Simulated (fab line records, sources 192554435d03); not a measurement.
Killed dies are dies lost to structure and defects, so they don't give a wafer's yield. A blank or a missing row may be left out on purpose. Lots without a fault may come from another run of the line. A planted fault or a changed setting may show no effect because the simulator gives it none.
fab line records | flow n5_finfet | part 1 of 2: steps 1 to 22 of 35
record lots=5 wafers=15 last_day=18
route steps=1938 shown MIM_TOP_ETCH@1852 MIM_BOT_LITHO@1854 MIM_BOT_ETCH@1866 PASS1_CAP@1873 TV_LITHO@1875
lots that met no fault: from a run of the same line without faults
start_h: hours from the record's first day to the start of the lot's first wafer shown | wait_h: hours since the lot's step before | " the same as in the row above | L1.1+2: a row that stands for several wafers | - no value, or no start given | * or withheld: withheld | < > ~ a bound
route shown NAME@n: a module of which the file shows steps, and the number in the route of the first | usual: mean/standard deviation of fault-free wafers | same: alike in all rows | chamber/n: place in a boat | sites: the reading at each site | _std_site: their standard deviation | _edge_site: outer sites' mean less inner sites' | radius_mm: how far each site lies from the wafer's centre | mask NAME#n: copy n | behind: the tool/chamber that last shaped the wafer | hold: why the lot was held/for how many hours/how that ended | device: the transistor (n, p or np) that didn't switch | end of line: the same wafers' tests at the end of the route | a step without rows: its recipe alone | killed: dies lost to structure and defects at the first sort, not the wafer's yield | map: a wafer's dies, x killed, . not, _ none there
set.NAME: the setting as run; set.NAME@STEP: as run at that earlier step | model.NAME: the simulator's own value behind a step, which no gauge read
lots at some steps of the route; a table a step, a row a wafer
services: from which hour (start_h, from the record's first day; less than 0 if before it) a tool's chamber was out of use, for how many hours, and why
## steps
# step N5_MIM_TOP_ETCH_STRIP_01
# recipe chemistry=O2 power_w=600 temp_c=60 pressure_mtorr=30 rf_frequency_hz=6e+07 bias_power_w=0 overash_fraction=0.5 o2_flow_sccm=225
# usual drypump_motor_current_A=5.78/0.28 oes_product_au=0.77/0.071 rf_vpp_V=3.5/1.5 showerhead_plenum_p_Torr=2.12/0.071 throttle_valve_pct=16.64/0.24
# columns lot.wafer tool chamber start_h wait_h drypump_motor_current_A oes_product_au rf_hours_counter_h rf_vpp_V showerhead_plenum_p_Torr throttle_valve_pct
L082.1 rie_diel-03 3 332.82 0.2 5.43 0.76 167 4.6 2.01 16.84
L082.2 " 1 " " 6.34 0.68 212 4.2 2.17 16.54
L082.3 " 0 " " 5.62 0.84 90 7.1 2.14 16.61
L083.1 rie_diel-05 3 344.53 0.1 5.62 0.82 68 2.3 2.11 16.60
L083.2 " 0 " " 5.62 0.88 50 5.9 2.12 16.22
L083.5 " 0 " " 5.64 0.87 - 2.1 2.12 16.17
L085.1 rie_diel-06 1 367.23 0.1 5.43 0.74 200 1.9 2.18 16.86
L085.5 " 0 " " 6.07 0.68 - 2.0 2.04 16.80
L085.6 " 1 " " 5.42 0.74 - 5.2 2.18 16.91
L090.1 rie_diel-03 2 388.83 0.2 5.69 0.81 118 1.5 2.20 16.46
L090.3 " 1 " " 6.37 0.67 228 1.6 2.17 16.54
L090.5 " 1 " " 6.36 0.67 - 2.3 2.17 16.58
L092.3 rie_diel-05 1 423.27 0.1 5.91 0.92 25 2.4 2.16 16.65
L092.4 " 2 " " 6.06 0.93 15 7.4 2.22 16.54
L092.6 " 3 " " 5.63 0.81 - 2.4 2.10 16.61
# step N5_MIM_TOP_ETCH_PECVD_03
# recipe material=SiNx target_thk_a=200 temp_c=400 precursor=SiH4/NH3/N2 pressure_torr=1.5 rf_w=300 time_s=17.6
# usual heater_power_w=755/78 showerhead_plenum_p_Torr=5.15/0.088 throttle_valve_pct=38.7/1.5
# same time_s=17.6
# columns lot.wafer tool chamber start_h wait_h heater_power_w showerhead_plenum_p_Torr throttle_valve_pct
L082.1 pecvd-03 0 332.89 - 864 5.23 38.6
L082.2 " 2 " " 768 5.15 37.5
L082.3 " 1 " " 736 4.99 38.8
L083.1 pecvd-04 1 344.59 - 898 5.19 41.2
L083.2 " 2 " " 740 5.19 37.6
L083.5 " 1 " " 890 5.19 41.1
L085.1 pecvd-03 2 367.30 - 747 5.15 37.6
L085.5 " 2 " " 741 5.15 37.8
L085.6 " 0 " " 840 5.23 38.8
L090.1 pecvd-03 2 388.89 - 703 5.15 37.8
L090.3 " 1 " " 670 4.99 38.5
L090.5 " 0 " " 862 5.21 38.6
L092.3 pecvd-03 2 423.34 - 748 5.13 38.2
L092.4 " 0 " " 711 5.23 38.9
L092.6 " 1 " " 679 4.98 39.2
# step N5_MIM_BOT_LITHO_HMDS_01
# recipe time_s=60 temp_c=120
# same time_s=60
# columns lot.wafer tool chamber start_h wait_h
L082.1+2+3 litho_track-01 0 332.96 0.0
L083.1+2+5 litho_track-01 0 344.67 0.0
L085.1+5+6 litho_track-02 0 367.37 0.0
L090.1+3+5 litho_track-01 0 388.96 0.0
L092.3+4+6 litho_track-01 0 423.41 0.1
# step N5_MIM_BOT_LITHO_COAT_02
# recipe spin_rpm=* resist_thk_nm=*
# columns lot.wafer tool chamber start_h wait_h
L082.1+2+3 litho_track-01 0 - -
L083.1+2+5 litho_track-01 0 - -
L085.1+5+6 litho_track-02 0 - -
L090.1+3+5 litho_track-01 0 - -
L092.3+4+6 litho_track-01 0 - -
# step N5_MIM_BOT_LITHO_EBR_04
# recipe solvent=PGMEA ebr_width_mm=1.5
# columns lot.wafer tool chamber start_h wait_h
L082.1+2+3 litho_track-01 0 - -
L083.1+2+5 litho_track-01 0 - -
L085.1+5+6 litho_track-02 0 - -
L090.1+3+5 litho_track-01 0 - -
L092.3+4+6 litho_track-01 0 - -
# step N5_MIM_BOT_LITHO_SOFTBAKE_03
# recipe temp_c=100 time_s=90
# same time_s=90
# columns lot.wafer tool chamber start_h wait_h
L082.1+2+3 litho_track-01 0 - -
L083.1+2+5 litho_track-01 0 - -
L085.1+5+6 litho_track-02 0 - -
L090.1+3+5 litho_track-01 0 - -
L092.3+4+6 litho_track-01 0 - -
# step N5_MIM_BOT_LITHO_EXPOSE_05
# recipe mask_id=MIM_BOT na=0.55 source_shape=conventional sigma_outer=0.8 polarization=unpolarized dose_mj=24.25
# usual stage_vel_mm_s=499.97/0.26
# columns lot.wafer tool chamber start_h wait_h mask stage_vel_mm_s
L082.1 krf_scanner-02 0 333.07 - MIM_BOT#0 499.82
L082.2 " 0 " " MIM_BOT#0 499.82
L082.3 " 0 " " MIM_BOT#0 499.55
L083.1 krf_scanner-02 0 344.90 - MIM_BOT#0 499.96
L083.2 " 0 " " MIM_BOT#0 500.08
L083.5 " 0 " " MIM_BOT#0 499.93
L085.1 krf_scanner-01 0 367.48 - MIM_BOT#0 500.11
L085.5 " 0 " " MIM_BOT#0 500.20
L085.6 " 0 " " MIM_BOT#0 499.65
L090.1 krf_scanner-02 0 389.19 - MIM_BOT#0 500.20
L090.3 " 0 " " MIM_BOT#0 499.98
L090.5 " 0 " " MIM_BOT#0 500.10
L092.3 krf_scanner-02 0 423.65 - MIM_BOT#0 500.24
L092.4 " 0 " " MIM_BOT#0 499.71
L092.6 " 0 " " MIM_BOT#0 500.34
# step N5_MIM_BOT_LITHO_PEB_06
# recipe peb_temp_c=withheld peb_time_s=*
# columns lot.wafer tool chamber start_h wait_h
L082.1+2+3 litho_track-02 0 333.12 0.1
L083.1+2+5 litho_track-01 0 344.96 0.1
L085.1+5+6 litho_track-04 0 367.53 0.1
L090.1+3+5 litho_track-01 0 389.25 0.1
L092.3+4+6 litho_track-02 0 423.70 0.0
# step N5_MIM_BOT_LITHO_DEVELOP_07
# recipe develop_time_s=60 rinse_liquid=diw dry=air_spin dev_temp_c=21
# columns lot.wafer tool chamber start_h wait_h
L082.1+2+3 litho_track-02 0 - -
L083.1+2+5 litho_track-01 0 - -
L085.1+5+6 litho_track-04 0 - -
L090.1+3+5 litho_track-01 0 - -
L092.3+4+6 litho_track-02 0 - -
# step N5_MIM_BOT_LITHO_HARDBAKE_09
# recipe temp_c=130 time_s=120
# same time_s=120
# columns lot.wafer tool chamber start_h wait_h
L082.1+2+3 litho_track-02 0 - -
L083.1+2+5 litho_track-01 0 - -
L085.1+5+6 litho_track-04 0 - -
L090.1+3+5 litho_track-01 0 - -
L092.3+4+6 litho_track-02 0 - -
# step N5_MIM_BOT_LITHO_CD_MEAS_08
# recipe target_cd_nm=3000 landing_energy_ev=500 detector=se_inlens polarity=opening
# usual cd_nm=2998.6/1.7
# columns lot.wafer tool chamber start_h wait_h cd_nm
L082.1 cd_sem-03 0 333.24 - 2997.1
L082.2 " 0 " " 3000.4
L082.3 " 0 " " 2998.2
L083.1 cd_sem-02 0 345.08 - 2999.8
L083.2 " 0 " " 2998.8
L083.5 " 0 " " 2999.2
L085.1 cd_sem-03 0 367.65 - 2997.3
L085.5 " 0 " " 2998.7
L085.6 " 0 " " 2999.6
L090.1 cd_sem-03 0 389.37 - 2997.6
L090.3 " 0 " " 2995.0
L090.5 " 0 " " 2993.7
L092.3 cd_sem-03 0 423.82 - 3003.3
L092.4 " 0 " " 2999.2
L092.6 " 0 " " 2999.6
# step N5_MIM_BOT_LITHO_OVL_MEAS_11
# recipe points_per_wafer=44
# usual MIM_BOT_OVL=3/6.2
# columns lot.wafer tool chamber start_h wait_h MIM_BOT_OVL[nm]
L082.1 overlay-02 0 333.27 0.0 6
L082.2 " 0 " " -5
L082.3 " 0 " " 1
L083.1 overlay-02 0 345.11 0.0 6
L083.2 " 0 " " 7
L083.5 " 0 " " 0
L085.1 overlay-01 0 367.68 0.0 1
L085.5 " 0 " " -2
L085.6 " 0 " " 6
L090.1 overlay-02 0 389.40 0.0 11
L090.3 " 0 " " 13
L090.5 " 0 " " -1
L092.3 overlay-02 0 423.85 0.0 6
L092.4 " 0 " " 10
L092.6 " 0 " " 6
# step N5_MIM_BOT_LITHO_INSPECT_12
# recipe mode=adi inspect_instrument=macro
# usual raw_defect_count=1.9/1.4
# columns lot.wafer tool chamber start_h wait_h raw_defect_count
L082.1 defect_inspect-02 - 333.30 0.0 2
L082.2 " - " " 1
L082.3 " - " " 1
L083.1 defect_inspect-02 - 345.13 0.0 1
L083.2 " - " " 2
L083.5 " - " " 2
L085.1 defect_inspect-01 - 367.71 0.0 1
L085.5 " - " " 1
L085.6 " - " " 3
L090.1 defect_inspect-02 - 389.42 0.0 1
L090.3 " - " " 2
L090.5 " - " " 3
L092.3 defect_inspect-01 - 423.87 0.0 2
L092.4 " - " " 0
L092.6 " - " " 1
# step N5_MIM_BOT_LITHO_DESCUM_10
# recipe chemistry=O2 time_s=7.9 source_power_w=50 bias_power_w=20 pressure_mtorr=20 rf_frequency_hz=2.712e+07 temp_c=40 o2_flow_sccm=225
# usual drypump_motor_current_A=5.7/0.46 oes_product_au=0.77/0.066 rf_vpp_V=242.8/1.4 showerhead_plenum_p_Torr=2.07/0.083 throttle_valve_pct=20.42/0.12
# same time_s=7.9
# columns lot.wafer tool chamber start_h wait_h drypump_motor_current_A oes_product_au rf_hours_counter_h rf_vpp_V showerhead_plenum_p_Torr throttle_valve_pct
L082.1 rie_diel-04 2 333.33 0.0 4.7 0.82 97 242.7 2.10 20.23
L082.2 " 1 " " 5.4 0.72 186 241.5 1.99 20.55
L082.3 " 3 " " 5.5 0.80 98 242.4 2.11 20.47
L083.1 rie_diel-01 1 345.16 0.0 5.0 0.84 56 244.5 2.23 20.54
L083.2 " 2 " " 5.6 0.73 176 244.1 2.09 20.51
L083.5 " 1 " " 5.0 0.83 - 244.6 2.23 20.53
L085.1 rie_diel-01 1 367.74 0.0 5.0 0.82 65 245.3 2.23 20.56
L085.5 " 1 " " 5.0 0.83 - 245.4 2.23 20.53
L085.6 " 2 " " 5.6 0.72 - 243.4 2.09 20.53
L090.1 rie_diel-01 2 389.46 0.0 5.6 0.71 193 241.5 2.09 20.52
L090.3 " 1 " " 5.1 0.81 72 244.7 2.23 20.56
L090.5 " 1 " " 5.0 0.81 - 244.8 2.23 20.56
L092.3 rie_diel-01 0 423.90 0.0 6.2 0.75 152 241.5 2.00 20.48
L092.4 " 2 " " 5.6 0.72 205 243.4 2.08 20.56
L092.6 " 3 " " 6.2 0.71 - 241.8 2.00 20.51
# step N5_MIM_BOT_ETCH_ETCH_04
# recipe chemistry=CF4/O2 target=SiNx target_depth_a=260 time_s=13 ion_energy_ev=100 pressure_mtorr=40 source_w=535 bias_w=49 Ar_flow_sccm=100 cf4_flow_sccm=100 O2_flow_sccm=10
# usual O2_flow_sccm=10.00/0.032 cf4_flow_sccm=100.0/0.3 drypump_motor_current_A=5.7/0.46 oes_f_703_au=0.76/0.068 oes_o_777_au=0.76/0.065 oes_product_au=0.76/0.067 rf_vpp_V=241/5 showerhead_plenum_p_Torr=2.19/0.071 throttle_valve_pct=16.02/0.14
# same time_s=13
# columns lot.wafer tool chamber start_h wait_h O2_flow_sccm cf4_flow_sccm drypump_motor_current_A oes_f_703_au oes_o_777_au oes_product_au rf_hours_counter_h rf_vpp_V showerhead_plenum_p_Torr throttle_valve_pct
L082.1 rie_diel-04 2 333.40 0.0 10.01 100.0 4.7 0.81 0.81 0.81 97 242 2.22 15.82
L082.2 " 1 " " 9.95 100.5 5.4 0.74 0.72 0.73 186 237 2.11 16.08
L082.3 " 3 " " 10.02 99.6 5.5 0.79 0.80 0.79 98 245 2.23 16.03
L083.1 rie_diel-01 1 345.23 0.0 10.03 99.9 5.1 0.84 0.86 0.83 56 241 2.32 15.88
L083.2 " 2 " " 10.05 100.2 5.6 0.70 0.72 0.72 176 245 2.20 16.06
L083.5 " 1 " " 10.06 100.1 5.0 0.85 0.87 0.83 - 242 2.32 15.88
L085.1 rie_diel-01 1 367.81 0.0 9.95 100.4 5.0 0.83 0.86 0.83 65 242 2.31 15.90
L085.5 " 1 " " 10.00 100.4 5.0 0.84 0.86 0.83 - 241 2.31 15.89
L085.6 " 2 " " 10.01 99.5 5.6 0.70 0.72 0.72 - 245 2.19 16.07
L090.1 rie_diel-01 2 389.52 0.0 9.96 99.9 5.6 0.70 0.72 0.71 193 244 2.19 16.07
L090.3 " 1 " " 9.99 100.0 5.0 0.83 0.85 0.82 72 244 2.31 15.92
L090.5 " 1 " " 9.99 100.0 5.0 0.82 0.85 0.81 - 242 2.31 15.90
L092.3 rie_diel-01 0 423.97 0.0 9.98 100.1 6.2 0.77 0.73 0.75 152 233 2.13 16.20
L092.4 " 2 " " 10.04 100.4 5.6 0.68 0.71 0.70 205 246 2.19 16.10
L092.6 " 3 " " 9.98 100.1 6.2 0.69 0.71 0.70 - 246 2.10 16.06
# step N5_MIM_BOT_ETCH_ETCH_03
# recipe chemistry=Cl2/BCl3 target_depth_a=120 pressure_mtorr=8 icp_w=800 bias_w=100 Cl2_flow_sccm=20 bcl3_flow_sccm=80
# usual drypump_motor_current_A=5.8/0.35 mfc_cl2_sccm=19.99/0.063 oes_product_au=0.81/0.071 throttle_valve_pct=27.52/0.17
# columns lot.wafer tool chamber start_h wait_h drypump_motor_current_A mfc_cl2_sccm oes_product_au rf_hours_counter_h throttle_valve_pct
L082.1 rie_metal-01 0 333.49 0.1 6.3 20.11 0.74 63 27.35
L082.2 " 1 " " 5.7 19.98 0.74 52 27.66
L082.3 " 1 " " 5.7 20.01 0.74 - 27.66
L083.1 rie_metal-01 1 345.32 0.1 5.7 19.98 0.74 54 27.65
L083.2 " 0 " " 6.3 20.05 0.74 64 27.34
L083.5 " 0 " " 6.3 20.00 0.74 - 27.33
L085.1 rie_metal-03 1 367.90 0.1 5.4 20.09 0.77 38 27.34
L085.5 " 1 " " 5.4 20.09 0.77 - 27.35
L085.6 " 0 " " 5.4 19.97 0.85 - 27.74
L090.1 rie_metal-02 0 389.61 0.1 6.2 20.01 0.85 16 27.38
L090.3 " 1 " " 5.9 19.96 0.90 - 27.65
L090.5 " 1 " " 5.9 19.98 0.89 - 27.63
L092.3 rie_metal-01 1 424.09 0.1 5.7 19.96 0.73 - 27.66
L092.4 " 0 " " 6.3 19.95 0.72 - 27.33
L092.6 " 0 " " 6.3 19.96 0.72 - 27.36
# step N5_MIM_BOT_ETCH_ETCH_00
# recipe chemistry=Cl2/BCl3 target=TiN target_depth_a=455 ion_energy_ev=150 pressure_mtorr=10 icp_w=1000 bias_w=126 Cl2_flow_sccm=53.25 bcl3_flow_sccm=21.75 Ar_flow_sccm=25
# usual drypump_motor_current_A=5.8/0.34 mfc_cl2_sccm=53.24/0.16 oes_product_au=0.81/0.072 throttle_valve_pct=21.92/0.12
# columns lot.wafer tool chamber start_h wait_h drypump_motor_current_A mfc_cl2_sccm oes_product_au rf_hours_counter_h throttle_valve_pct
L082.1 rie_metal-01 0 333.58 0.1 6.3 53.48 0.74 63 21.75
L082.2 " 1 " " 5.7 53.08 0.74 52 22.07
L082.3 " 1 " " 5.8 53.12 0.74 - 22.07
L083.1 rie_metal-01 1 345.41 0.1 5.7 53.12 0.74 54 22.07
L083.2 " 0 " " 6.3 52.93 0.73 64 21.76
L083.5 " 0 " " 6.3 53.26 0.73 - 21.77
L085.1 rie_metal-03 1 367.99 0.1 5.4 53.12 0.78 38 21.87
L085.5 " 1 " " 5.4 52.78 0.77 - 21.86
L085.6 " 0 " " 5.5 53.15 0.84 - 22.06
L090.1 rie_metal-02 0 389.70 0.1 6.2 53.07 0.85 16 21.78
L090.3 " 1 " " 5.8 53.26 0.89 - 21.97
L090.5 " 1 " " 5.9 53.23 0.91 - 21.96
L092.3 rie_metal-01 1 424.19 0.1 5.7 53.36 0.73 - 22.10
L092.4 " 0 " " 6.3 53.64 0.72 - 21.80
L092.6 " 0 " " 6.3 53.51 0.73 - 21.77
# step N5_MIM_BOT_ETCH_STRIP_01
# recipe chemistry=O2 power_w=600 temp_c=60 pressure_mtorr=30 rf_frequency_hz=6e+07 bias_power_w=0 overash_fraction=0.5 o2_flow_sccm=225
# usual drypump_motor_current_A=5.6/0.48 oes_product_au=0.76/0.062 rf_vpp_V=3.7/1.4 showerhead_plenum_p_Torr=2.07/0.081 throttle_valve_pct=16.69/0.11
# columns lot.wafer tool chamber start_h wait_h drypump_motor_current_A oes_product_au rf_hours_counter_h rf_vpp_V showerhead_plenum_p_Torr throttle_valve_pct
L082.1 rie_diel-04 1 333.72 0.1 5.4 0.71 186 3.0 2.00 16.79
L082.2 " 3 " " 5.5 0.80 98 2.9 2.12 16.70
L082.3 " 2 " " 4.7 0.82 97 6.4 2.11 16.46
L083.1 rie_diel-01 0 345.55 0.1 6.2 0.78 124 3.9 2.01 16.70
L083.2 " 3 " " 6.1 0.74 169 2.1 2.01 16.75
L083.5 " 2 " " 5.7 0.75 - 2.9 2.09 16.76
L085.1 rie_diel-01 1 368.13 0.1 5.0 0.81 65 3.3 2.23 16.69
L085.5 " 2 " " 5.6 0.73 - 5.0 2.09 16.78
L085.6 " 3 " " 6.2 0.75 - 3.0 2.01 16.69
L090.1 rie_diel-04 3 389.84 0.1 5.5 0.77 114 2.8 2.11 16.69
L090.3 " 1 " " 5.4 0.71 204 2.8 1.99 16.79
L090.5 " 3 " " 5.5 0.78 - 3.8 2.11 16.78
L092.3 rie_diel-04 2 424.30 0.1 4.8 0.78 126 3.8 2.10 16.57
L092.4 " 3 " " 5.5 0.76 127 4.4 2.11 16.72
L092.6 " 3 " " 5.5 0.77 - 6.2 2.11 16.73
# step N5_MIM_BOT_ETCH_STRIP_02
# recipe chemistry=post_etch_residue_remover time_s=1200 temp_c=72.5
# same time_s=1200
# columns lot.wafer tool chamber start_h wait_h
L082.1+2+3 wet_bench-04 0,7,1 333.79 -
L083.1+2+5 wet_bench-03 1,5,2 345.62 -
L085.1+5+6 wet_bench-04 1,4,2 368.19 -
L090.1+3+5 wet_bench-03 5,0,4 389.91 -
L092.3+4+6 wet_bench-01 1,3,5 424.37 -
# step N5_MIM_BOT_ETCH_CLEAN_05
# recipe chemistry=IPA time_s=180 temp_c=25
# same time_s=180
# columns lot.wafer tool chamber start_h wait_h
L082.1+2+3 wet_bench-04 0,7,1 334.12 0.0
L083.1+2+5 wet_bench-03 1,5,2 345.95 0.0
L085.1+5+6 wet_bench-04 1,4,2 368.86 0.0
L090.1+3+5 wet_bench-03 5,0,4 390.28 0.0
L092.3+4+6 wet_bench-01 1,3,5 424.70 0.0
# step N5_MIM_BOT_ETCH_SRD_06
# recipe dry=ipa_marangoni time_s=30 temp_c=23 rinse_liquid=diw
# same time_s=30
# columns lot.wafer tool chamber start_h wait_h
L082.1+2+3 wet_bench-04 0,7,1 334.17 0.0
L083.1+2+5 wet_bench-03 1,5,2 346.00 0.0
L085.1+5+6 wet_bench-04 1,4,2 368.97 0.0
L090.1+3+5 wet_bench-03 5,0,4 390.33 0.0
L092.3+4+6 wet_bench-01 1,3,5 424.75 0.0
# step N5_PASSIVATION_PECVD_55
# recipe material=SiO2 target_thk_a=4000 temp_c=400 precursor=SiH4/N2O pressure_torr=2.7 rf_w=608 time_s=22.5
# usual heater_power_w=647/93 showerhead_plenum_p_Torr=8.21/0.099 throttle_valve_pct=50.5/2.7
# same time_s=22.5
# columns lot.wafer tool chamber start_h wait_h heater_power_w showerhead_plenum_p_Torr throttle_valve_pct
L082.1 pecvd-01 0 334.23 0.0 546 8.25 50.7
L082.2 " 1 " " 737 8.16 54.3
L082.3 " 2 " " 662 8.20 47.8
L083.1 pecvd-02 2 346.05 0.0 648 8.31 46.9
L083.2 " 0 " " 542 8.11 53.8
L083.5 " 1 " " 540 8.00 51.5
L085.1 pecvd-01 1 369.03 0.0 852 8.15 54.3
L085.5 " 2 " " 632 8.20 48.1
L085.6 " 1 " " 667 8.14 54.5
L090.1 pecvd-02 0 390.38 0.0 596 8.14 53.8
L090.3 " 0 " " 616 8.12 54.0
L090.5 " 2 " " 669 8.28 47.0
L092.3 pecvd-04 1 424.80 0.0 755 8.24 52.9
L092.4 " 0 " " 703 8.33 48.8
L092.6 " 2 " " 650 8.21 49.1
